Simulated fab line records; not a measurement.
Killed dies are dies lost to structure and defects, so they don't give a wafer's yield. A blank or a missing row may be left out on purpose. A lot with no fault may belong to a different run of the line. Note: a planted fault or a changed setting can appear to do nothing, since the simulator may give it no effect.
Chamber matching -- flow n5-finfet -- ald-sin-02 running N5_BEOL_M4_ALD_98: 4 sister chambers
The step deposits SiO2, target thk 2.5 nm, pulse time 1 s, co reactant pulse time 1 s. 4 wafers are shown with their chamber, then 7 later ones without.

== WAFERS, EACH WITH ITS CHAMBER ==
wafer,chamber,heater-power-w (W)
L083.1,0,81
L083.6,3,88
L088.1,2,79
L088.2,1,60

== WAFERS MISSING THEIR CHAMBER ==
wafer,heater-power-w (W)
L088.3,81
L087.3,87
L087.5,60
L087.6,79
L095.2,60
L095.3,81
L095.6,81

== CHAMBER TAKEN BY EACH ==
wafer,from the rows above,in truth
L088.3,0,0
L087.3,3,3
L087.5,1,1
L087.6,2,2
L095.2,1,1
L095.3,0,0
L095.6,0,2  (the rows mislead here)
Correctly placed: 6 of 7. Left unplaced by these rows: 0. Placed wrongly: 1.
How it was worked out, from the rows above alone: a wafer's distance from a chamber is the root of the sum, over the readings, of the square of ((its reading less the chamber's mean) divided by the reading's scatter). If the next closest chamber is less than 2 further off than the closest, the wafer can't be placed; otherwise it belongs to the closest. The mean given for a chamber averages the wafers shown for that chamber. The scatter: root of mean squared gap, hidden wafer to nearest shown wafer, with one shown wafer a chamber.
